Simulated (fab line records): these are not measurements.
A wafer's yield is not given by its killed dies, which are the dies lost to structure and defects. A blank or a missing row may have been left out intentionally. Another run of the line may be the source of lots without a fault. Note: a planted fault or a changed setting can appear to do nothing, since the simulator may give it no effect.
A struck lot beside a sound one | flow n5-finfet | 40 out of 1938 route steps
Sound: wafers L313.2, L313.4, L313.5. The struck wafers were L300.2, L300.5, L300.6. The cause comes at the end.
At each step with rows: each side's tool, then ch and its chambers, then its first start. Under that, the readings that differ: sound wafers | struck wafers | difference of the means | sigmas: that difference in standard deviations of wafers without a fault.
alike: readings with means less than 2 such deviations apart, plus words and numbers identical on both sides. not compared: withheld readings, readings lacking a value on some wafer, bounds such as >300 that could conceal the same value, and numbers that have no deviation in the record and whose values overlap.
Wherever a step has rows on one side only, a row that says differs or no value, or a row with sigmas, the two part there. When numbers do not overlap yet have no deviation, they are printed without sigmas and do not part them. A reading that every wafer of one side lacks parts them only if that side has two wafers or more.

first, 11 steps without rows for these wafers: N5_DUMMY_REMOVAL_HM_STRIP_01 (strips SiNx in CH3F/O2, stops on poly-Si, target depth 4 nm, time 6.8 s); N5_DUMMY_REMOVAL_STRIP_10 (strips in N2/H2, time 40 s); N5_DUMMY_REMOVAL_PRECLEAN_07 (cleans in dHF, time 30 s); N5_DUMMY_REMOVAL_DUMMY_REMOVE_02 (chemistry TMAH, target poly-Si, stops on SiO2, target depth 142 nm, time 57 s, rinse time 30 s); N5_DUMMY_REMOVAL_PRECLEAN_08 (cleans in NF3:NH3, afs cycles 2, time 20 s, sublimation time 60 s); N5_DUMMY_REMOVAL_PRECLEAN_04 (cleans in DHF, time 37 s); N5_DUMMY_REMOVAL_SRD_05 (time 30 s); N5_HKMG_FIN_IL_REGROW_00 (material SiO2, chemistry O3, target thk 0.75 nm, time 30 s); N5_HKMG_FIN_HK_ALD_01 (deposits HfO2, target thk 1.6 nm, pulse time 3 s, purge time 3 s); N5_HKMG_FIN_HK_ANNEAL_02 (time 30 s); N5_HKMG_FIN_ALD_74 (deposits La2O3, target thk 0.5 nm, pulse time 6 s, co reactant pulse time 1 s).
N5_HKMG_FIN_ALD_75: deposits Al2O3, target thk 1 nm, co reactant pulse time 1 s.
  sound on ald-hk-01 ch 0,3, day 8 05:09; struck on ald-hk-01 ch 1,2, day 5 01:07
  no value came back on the struck wafers for heater-power-outer-w (W), heater-power-w (W), precursor-pulse-height-rel; on the sound wafers heater-power-outer-w (W) reads 72 76 75
then, 26 steps without rows for these wafers: N5_HKMG_FIN_COAT_41 (time 60 s, resist thk 300 nm); N5_HKMG_FIN_COAT_42 (time 60 s, resist thk 35 nm); N5_HKMG_FIN_COAT_43 (resist thk 90 nm); N5_HKMG_FIN_EBR_45; N5_HKMG_FIN_SOFTBAKE_44 (time 60 s); N5_HKMG_FIN_EXPOSE_46 (exposes mask NDIPOLE); N5_HKMG_FIN_PEB_47 (peb time 60 s); N5_HKMG_FIN_DEVELOP_48 (develop time 30 s); N5_HKMG_FIN_DESCUM_53 (chemistry O2, time 7.9 s); N5_HKMG_FIN_ETCH_54 (etches SiARC in CF4, target depth 45.5 nm, time 75.8 s); N5_HKMG_FIN_ETCH_55 (etches SOC in N2/H2, target depth 240 nm, time 300 s); N5_HKMG_FIN_STRIP_56 (strips in N2/H2); N5_HKMG_FIN_STRIP_57 (strips in CF4); N5_HKMG_FIN_ETCH_58 (etches SOC in N2/H2, target depth 215.8 nm, time 741 s); N5_HKMG_FIN_STRIP_93 (strips SOC in N2/H2, time 20 s); N5_HKMG_FIN_WET_ETCH_76 (etches Al2O3 in dNH4OH, stops on La2O3, target depth 2.25 nm, rinse time 30 s); N5_HKMG_FIN_STRIP_60 (strips in N2/H2, time 360 s); N5_HKMG_FIN_WET_ETCH_77 (etches La2O3 in dHCl, stops on HfO2, target depth 2 nm); N5_HKMG_FIN_WET_ETCH_78 (etches Al2O3 in dNH4OH, stops on La2O3, target depth 4.5 nm, rinse time 30 s); N5_HKMG_FIN_ALD_79 (deposits TiN, target thk 1.5 nm, pulse time 1 s, purge time 3 s); N5_HKMG_FIN_CVD_62 (deposits a-Si from Si2H6, target thk 3 nm, time 20.8 s); N5_HKMG_FIN_RTA_80 (time 2 s); N5_HKMG_FIN_PRECLEAN_64 (cleans in dHF, time 30 s); N5_HKMG_FIN_WET_ETCH_65 (etches a-Si in TMAH, stops on TiN, time 49 s, target depth 3 nm); N5_HKMG_FIN_WET_ETCH_81 (etches TiN in SC1, stops on HfO2, time 57 s, target depth 6 nm); N5_HKMG_FIN_WET_ETCH_82 (etches La2O3 in dHCl, stops on HfO2, target depth 2 nm, rinse time 30 s).
-- the record jumps here: 4 days lie between the struck wafers' starts before and after (it left off in module HKMG_FIN and takes up again in module BEOL_M4, whose first step shown is number 1111 of the route) --
N5_BEOL_M4_RC_MEAS_101:
  sound on prober-02 ch 0, day 12 16:18; struck on prober-02 ch 0, day 9 02:45
  reading             | sound                    | struck                     | difference | sigmas
  IOFF_P (nA/um)      | 0.17 0.13 0.25           | 48.99 23.28 49.91          | +40.54     | +99 or more
  IOFF_P_85C (nA/um)  | 3.1 2.5 4.3              | 347.4 187.0 356.6          | +293.7     | +99 or more
  IOFF_P_LIN (nA/um)  | 0.088 0.074 0.118        | 20.441 12.364 21.000       | +17.842    | +99 or more
  IOFF_P_LONG (nA/um) | 0.000101 0.0001 0.000101 | 0.017192 0.017336 0.017378 | +0.017201  | +99 or more
  ION_P (uA/um)       | 451 446 483              | 641 628 656                | +182       | +18
  VT_N_LVT (mV)       | 98 105 93                | 251 260 248                | +154       | +42
  VT_P (mV)           | -255 -255 -247           | -98 -107 -97               | +152       | +39
  VT_P_LONG (mV)      | -275 -273 -273           | -130 -129 -130             | +144       | +42
  alike: DIBL_N, DIBL_P, IOFF_N, ION_N, SS_N, SS_P, VT_N
-- a jump in the record: the struck wafers' starts before and after are 4 days apart (it breaks off in module BEOL_M4 and resumes in module PASSIVATION, where the first step shown is number 1936 of the route) --
N5_PASSIVATION_PROBE_49:
  sound: prober-02 at day 17 02:46; struck: prober-01 at day 13 12:28
  reading                | sound          | struck            | difference | sigmas
  sort_bin_4_leakage (%) | 0 0 0          | 91.27 89.66 90.34 | +90.42     | +99 or more
  sort-n-pass            | 1100 1094 1076 | 0 0 0             | -1090      | -50
  sort-yield-pct (%)     | 93.2 92.7 91.2 | 0 0 0             | -92        | -49
  alike: defect-limited-yield, killed_at_M0_to_M3, killed_at_M4_up, killed-at-contacts, killed-at-front-end, killed-at-other, killed-dies, killed-open, killed-short, sort_bin_5_function, sort_bin_6_memory, sort_bin_8_speed

== WHERE THEY PART ==
Last at N5_PASSIVATION_PROBE_49 as far as this record goes, first at N5_HKMG_FIN_ALD_75.

WHY: what had been put in by the simulator
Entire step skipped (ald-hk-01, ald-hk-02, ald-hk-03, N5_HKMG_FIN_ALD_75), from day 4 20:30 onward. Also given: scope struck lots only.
